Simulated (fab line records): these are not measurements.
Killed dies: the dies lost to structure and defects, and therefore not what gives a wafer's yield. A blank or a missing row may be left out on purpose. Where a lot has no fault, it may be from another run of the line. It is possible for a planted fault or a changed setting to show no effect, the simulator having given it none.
Which tool is to blame?	flow n5Finfet	24 lots with 72 wafers sampled at 6 steps, on a route of 1938 steps

WHAT THE GAUGES READ, wafer by wafer
N5_BEOL_M1_THK_MEAS_01.
lot	measured	on	M1_ILD_THK (nm)
L074	day 6 01:28	filmMetro-01	77.3 79.5 78.5
L075	day 6 10:28	filmMetro-01	77.2 79.2 79.4
L076	day 6 23:04	filmMetro-02	78.1 79.0 77.4
L077	day 7 11:28	filmMetro-01	78.9 81.4 80.1
L078	day 7 15:07	filmMetro-02	77.5 76.1 77.6
L079	day 7 12:59	filmMetro-01	77.4 78.7 78.9
L080	day 7 13:43	filmMetro-01	78.8 79.5 78.3
L081	day 7 21:11	filmMetro-02	78.6 81.5 80.0
L082	day 8 00:17	filmMetro-01	77.9 78.0 78.7
L083	day 8 08:49	filmMetro-02	78.0 79.7 79.3
L084	day 8 17:17	filmMetro-01	78.7 77.4 78.3
L085	day 8 19:17	filmMetro-01	78.8 80.0 79.9
L086	day 9 09:51	filmMetro-01	79.2 77.6 79.8
L087	day 9 15:15	filmMetro-01	77.9 78.4 79.6
L088	day 9 19:49	filmMetro-02	77.3 76.4 77.1
L089	day 9 23:30	filmMetro-01	77.8 79.5 79.2
L090	day 10 10:59	filmMetro-01	79.4 78.7 80.3
L091	day 10 14:52	filmMetro-02	79.2 79.0 79.6
L092	day 10 14:41	filmMetro-01	79.0 78.5 80.0
L093	day 10 23:38	filmMetro-01	79.0 78.8 79.8
L094	day 11 05:17	filmMetro-01	78.3 78.5 79.3
L095	day 11 08:55	filmMetro-01	79.2 78.5 79.7
L097	day 11 16:25	filmMetro-01	77.9 77.8 79.4
L096	day 11 21:35	filmMetro-01	77.9 77.6 79.9

WHAT TOOL EACH LOT RAN ON (gives the tool, then ch and the chambers of the sampled wafers, and finally the start)
lot	N5_BEOL_M0_SAQP_ETCH_84	N5_BEOL_M0_SAQP_ETCH_106	N5_BEOL_M0_SAQP_ALD_48	N5_BEOL_M0_SURFACE_TREAT_137	N5_BEOL_M0_PRE_CLEAN_131
L074	rieDiel-06 ch 1,2,3, day 5 14:44	rieDiel-06 ch 0,2,3, day 5 16:56	aldSin-01 ch 0,2,3, day 5 19:30	pvdSputter-02, day 5 23:37	cvdCo-01 ch 0,1, day 6 01:07
L075	rieDiel-06 ch 2,3, day 5 19:55	rieDiel-05 ch 0,2,3, day 5 22:33	aldSin-01 ch 0,3, day 6 00:50	pvdSputter-02, day 6 06:20	cvdCo-01 ch 0,2, day 6 10:07
L076	rieDiel-01 ch 1,2, day 6 10:41	rieDiel-05 ch 2,3, day 6 14:26	aldSin-02 ch 0,1,2, day 6 16:11	pvdSputter-03, day 6 21:17	cvdCo-02 ch 0,1,2, day 6 22:43
L077	rieDiel-06 ch 0,1,3, day 6 23:10	rieDiel-01 ch 0,3, day 7 02:02	aldSin-01 ch 0,1, day 7 04:07	pvdSputter-01, day 7 09:28	cvdCo-01 ch 0,2, day 7 11:07
L078	rieDiel-06 ch 0,3, day 7 02:03	rieDiel-05 ch 2,3, day 7 04:16	aldSin-02 ch 0,1, day 7 07:09	pvdSputter-03, day 7 13:02	cvdCo-02 ch 0,2, day 7 14:46
L079	rieDiel-05 ch 0,3, day 7 03:35	rieDiel-06 ch 2,3, day 7 06:04	aldSin-03 ch 0,1,3, day 7 08:05	pvdSputter-02, day 7 10:53	cvdCo-01 ch 0,2, day 7 12:37
L080	rieDiel-06 ch 0,1, day 7 03:37	rieDiel-06 ch 0,1,3, day 7 06:34	aldSin-01 ch 1,2,3, day 7 08:20	pvdSputter-01, day 7 11:50	cvdCo-01 ch 0,2, day 7 13:22
L081	rieDiel-01 ch 1,2, day 7 07:41	rieDiel-06 ch 0,1, day 7 10:00	aldSin-03 ch 0,3, day 7 12:05	pvdSputter-01, day 7 19:27	cvdCo-01 ch 1,2, day 7 20:50
L082	rieDiel-01 ch 1,2,3, day 7 13:47	rieDiel-01 ch 0,2, day 7 15:59	aldSin-01 ch 0,3, day 7 17:53	pvdSputter-03, day 7 22:29	cvdCo-02 ch 0,1, day 7 23:53
L083	rieDiel-05 ch 0,2,3, day 7 20:38	rieDiel-05 ch 1,2,3, day 7 23:05	aldSin-02 ch 1,2, day 8 00:53	pvdSputter-02, day 8 05:53	cvdCo-01 ch 1,2, day 8 08:28
L084	rieDiel-05 ch 0,1,2, day 8 05:03	rieDiel-06 ch 0,2,3, day 8 07:54	aldSin-02 ch 0,1,3, day 8 10:10	pvdSputter-02, day 8 14:47	cvdCo-01 ch 0,1, day 8 16:56
L085	rieDiel-01 ch 2,3, day 8 06:28	rieDiel-06 ch 0,1, day 8 09:20	aldSin-02 ch 1,2, day 8 12:26	pvdSputter-02, day 8 17:26	cvdCo-01 ch 1,2, day 8 18:53
L086	rieDiel-01 ch 0,1,3, day 9 00:11	rieDiel-05 ch 2,3, day 9 02:24	aldSin-01 ch 0,1,3, day 9 04:14	pvdSputter-01, day 9 07:46	cvdCo-02 ch 0,1,2, day 9 09:30
L087	rieDiel-06 ch 1,2, day 9 02:44	rieDiel-05 ch 1,2, day 9 05:10	aldSin-02 ch 0,1, day 9 06:56	pvdSputter-02, day 9 13:32	cvdCo-02 ch 0,2, day 9 14:53
L088	rieDiel-06 ch 1,2,3, day 9 08:28	rieDiel-05 ch 1,2,3, day 9 11:31	aldSin-03 ch 0,1,3, day 9 14:17	pvdSputter-01, day 9 18:01	cvdCo-01 ch 0,2, day 9 19:28
L089	rieDiel-06 ch 1, day 9 13:47	rieDiel-01 ch 1,3, day 9 16:25	aldSin-03 ch 1,3, day 9 18:28	pvdSputter-02, day 9 21:47	cvdCo-02 ch 0,2, day 9 23:09
L090	rieDiel-06 ch 1,3, day 9 18:40	rieDiel-06 ch 1,3, day 9 20:56	aldSin-02 ch 0,1,2, day 10 00:15	pvdSputter-01, day 10 08:52	cvdCo-01 ch 0,1,2, day 10 10:38
L091	rieDiel-01 ch 1,2,3, day 9 23:04	rieDiel-05 ch 0,2,3, day 10 02:08	aldSin-02 ch 0,3, day 10 04:12	pvdSputter-02, day 10 11:37	cvdCo-02 ch 0,1, day 10 14:31
L092	rieDiel-01 ch 0,1,3, day 10 01:38	rieDiel-01 ch 1,2,3, day 10 04:08	aldSin-03 ch 1,2,3, day 10 05:55	pvdSputter-02, day 10 11:23	cvdCo-02 ch 1,2, day 10 14:18
L093	rieDiel-05 ch 0,1,3, day 10 10:46	rieDiel-05 ch 1,3, day 10 12:57	aldSin-03 ch 2,3, day 10 18:35	pvdSputter-02, day 10 21:15	cvdCo-01 ch 0,2, day 10 23:17
L094	rieDiel-06 ch 1,2, day 10 12:21	rieDiel-05 ch 0,1,3, day 10 16:11	aldSin-03 ch 0,1,2, day 10 20:38	pvdSputter-03, day 11 03:28	cvdCo-01 ch 0,2, day 11 04:56
L095	rieDiel-05 ch 1,3, day 10 20:07	rieDiel-05 ch 1,3, day 10 22:40	aldSin-01 ch 1,2,3, day 11 02:42	pvdSputter-02, day 11 07:07	cvdCo-02 ch 0,1, day 11 08:32
L097	rieDiel-05 ch 0,2,3, day 11 05:11	rieDiel-06 ch 0,2,3, day 11 07:54	aldSin-01 ch 0,2, day 11 10:32	pvdSputter-01, day 11 14:31	cvdCo-01 ch 0,1, day 11 16:04
L096	rieDiel-06 ch 1,3, day 11 08:41	rieDiel-01 ch 0,2, day 11 10:53	aldSin-02 ch 1,3, day 11 13:25	pvdSputter-01, day 11 18:07	cvdCo-01 ch 0,2, day 11 21:13
- N5_BEOL_M0_SAQP_ETCH_84: etches SOC in N2/H2, target depth 100 nm, overetch 20 nm, time 150 s.
- N5_BEOL_M0_SAQP_ETCH_106: etches SOC in N2/H2, stops on SiNx, target depth 150 nm.
- N5_BEOL_M0_SAQP_ALD_48: deposits SiO2, target thk 20 nm, pulse time 1 s, co reactant pulse time 1 s.
- N5_BEOL_M0_SURFACE_TREAT_137
- N5_BEOL_M0_PRE_CLEAN_131: time 15 s.

AS READ BY THE TOOLS THEMSELVES (means over the sampled wafers that have a number; for cases with no such wafer, the mark the record gives instead)
N5_BEOL_M0_SAQP_ETCH_84.
lot	tool	drypumpMotorCurrentA (A)	oesProductAu (a.u.)	rfVppV (V)	showerheadPlenumPTorr (Torr)	throttleValvePct (%)
L074	rieDiel-06	6.2	0.73	524.6	2.57	17.78
L075	rieDiel-06	6.4	0.69	524.1	2.54	17.77
L076	rieDiel-01	6.3	0.68	522.5	2.51	17.53
L077	rieDiel-06	5.7	0.71	522.6	2.52	17.99
L078	rieDiel-06	5.4	0.66	521.5	2.45	18.16
L079	rieDiel-05	5.6	0.68	523.4	2.51	18.04
L080	rieDiel-06	5.2	0.68	520.8	2.45	18.10
L081	rieDiel-01	6.3	0.67	523.4	2.51	17.54
L082	rieDiel-01	6.1	0.67	525.4	2.57	17.61
L083	rieDiel-05	5.6	0.65	523.9	2.56	18.02
L084	rieDiel-05	5.7	0.64	522.1	2.49	17.86
L085	rieDiel-01	6.1	0.65	523.0	2.50	17.72
L086	rieDiel-01	5.8	0.69	527.1	2.65	17.69
L087	rieDiel-06	6.2	0.68	523.8	2.53	17.73
L088	rieDiel-06	6.1	0.71	524.8	2.56	17.82
L089	rieDiel-06	5.8	0.75	524.5	2.60	17.78
L090	rieDiel-06	6.0	0.74	525.0	2.59	17.84
L091	rieDiel-01	6.2	0.66	524.4	2.57	17.63
L092	rieDiel-01	5.8	0.69	526.5	2.65	17.69
L093	rieDiel-05	5.8	0.64	523.0	2.49	17.89
L094	rieDiel-06	6.2	0.68	524.3	2.53	17.74
L095	rieDiel-05	5.9	0.64	523.8	2.56	17.87
L097	rieDiel-05	5.6	0.72	524.8	2.55	17.91
L096	rieDiel-06	6.0	0.72	524.5	2.58	17.88

N5_BEOL_M0_SAQP_ETCH_106.
lot	tool	drypumpMotorCurrentA (A)	oesProductAu (a.u.)	rfVppV (V)	showerheadPlenumPTorr (Torr)	throttleValvePct (%)
L074	rieDiel-06	5.9	0.74	241.0	2.50	17.94
L075	rieDiel-05	5.6	0.72	241.0	2.57	17.99
L076	rieDiel-05	5.7	0.69	242.1	2.62	17.99
L077	rieDiel-01	5.6	0.79	242.3	2.68	17.82
L078	rieDiel-05	5.7	0.71	241.9	2.63	17.99
L079	rieDiel-06	6.3	0.77	240.7	2.56	17.85
L080	rieDiel-06	5.7	0.78	241.0	2.52	17.98
L081	rieDiel-06	5.2	0.74	239.5	2.45	18.09
L082	rieDiel-01	5.8	0.79	241.2	2.61	17.76
L083	rieDiel-05	5.8	0.70	241.3	2.55	17.84
L084	rieDiel-06	5.9	0.73	240.3	2.49	17.98
L085	rieDiel-06	5.2	0.74	239.5	2.45	18.09
L086	rieDiel-05	5.7	0.71	241.2	2.63	18.01
L087	rieDiel-05	5.9	0.68	239.8	2.47	17.68
L088	rieDiel-05	5.8	0.69	240.3	2.55	17.84
L089	rieDiel-01	6.1	0.74	242.4	2.64	17.51
L090	rieDiel-06	6.1	0.80	241.5	2.58	17.91
L091	rieDiel-05	5.6	0.70	240.2	2.56	18.04
L092	rieDiel-01	6.1	0.73	240.7	2.57	17.63
L093	rieDiel-05	6.0	0.69	239.4	2.48	17.70
L094	rieDiel-05	5.8	0.71	240.4	2.49	17.87
L095	rieDiel-05	6.0	0.69	239.5	2.48	17.70
L097	rieDiel-06	5.8	0.81	240.9	2.59	17.84
L096	rieDiel-01	6.1	0.74	240.1	2.51	17.75

N5_BEOL_M0_SAQP_ALD_48.
lot	tool	heaterPowerW (W)	precursorPulseHeightRel
L074	aldSin-01	84	0.994
L075	aldSin-01	85	1.008
L076	aldSin-02	76	1.006
L077	aldSin-01	85	1.012
L078	aldSin-02	75	0.983
L079	aldSin-03	76	1.010
L080	aldSin-01	84	0.984
L081	aldSin-03	83	0.997
L082	aldSin-01	85	0.980
L083	aldSin-02	81	0.972
L084	aldSin-02	74	0.968
L085	aldSin-02	79	0.981
L086	aldSin-01	81	1.010
L087	aldSin-02	76	0.994
L088	aldSin-03	78	0.998
L089	aldSin-03	80	1.024
L090	aldSin-02	76	0.999
L091	aldSin-02	70	0.984
L092	aldSin-03	77	1.010
L093	aldSin-03	81	0.973
L094	aldSin-03	74	1.000
L095	aldSin-01	82	0.995
L097	aldSin-01	80	0.989
L096	aldSin-02	74	0.989

N5_BEOL_M0_PRE_CLEAN_131.
lot	tool	heaterPowerW (W)
L074	cvdCo-01	89
L075	cvdCo-01	89
L076	cvdCo-02	80
L077	cvdCo-01	92
L078	cvdCo-02	86
L079	cvdCo-01	90
L080	cvdCo-01	91
L081	cvdCo-01	84
L082	cvdCo-02	72
L083	cvdCo-01	83
L084	cvdCo-01	91
L085	cvdCo-01	83
L086	cvdCo-02	81
L087	cvdCo-02	83
L088	cvdCo-01	86
L089	cvdCo-02	83
L090	cvdCo-01	88
L091	cvdCo-02	74
L092	cvdCo-02	77
L093	cvdCo-01	92
L094	cvdCo-01	88
L095	cvdCo-02	75
L097	cvdCo-01	89
L096	cvdCo-01	92

THE ANSWER, worked out from the rows above alone
Rule: what is usual is taken from the lots themselves. The widest of any qualifying gaps counts: lots, ordered by their means at a reading, are off when they make up no more than a third of the lots, leave a main group of 4 or more, and stand apart from it by 3 or more times the standard deviation of that group's means. Not used: any main group whose means are identical at the precision the tables above print for the reading. Also off: a lot with no number at a reading for which 4 or more lots have one. Any other lot the step has rows for is counted as sound. After the gauges, taken in route order, come the tools' own readings; for these a lot's mean is taken, as printed above. At the first step where some lot is off, the reading lying furthest off is the one used; lots without a number count as furthest.
Across all readings shown, no lot is off: no conclusion can be drawn from this.

WHAT THE SIMULATOR PUT IN
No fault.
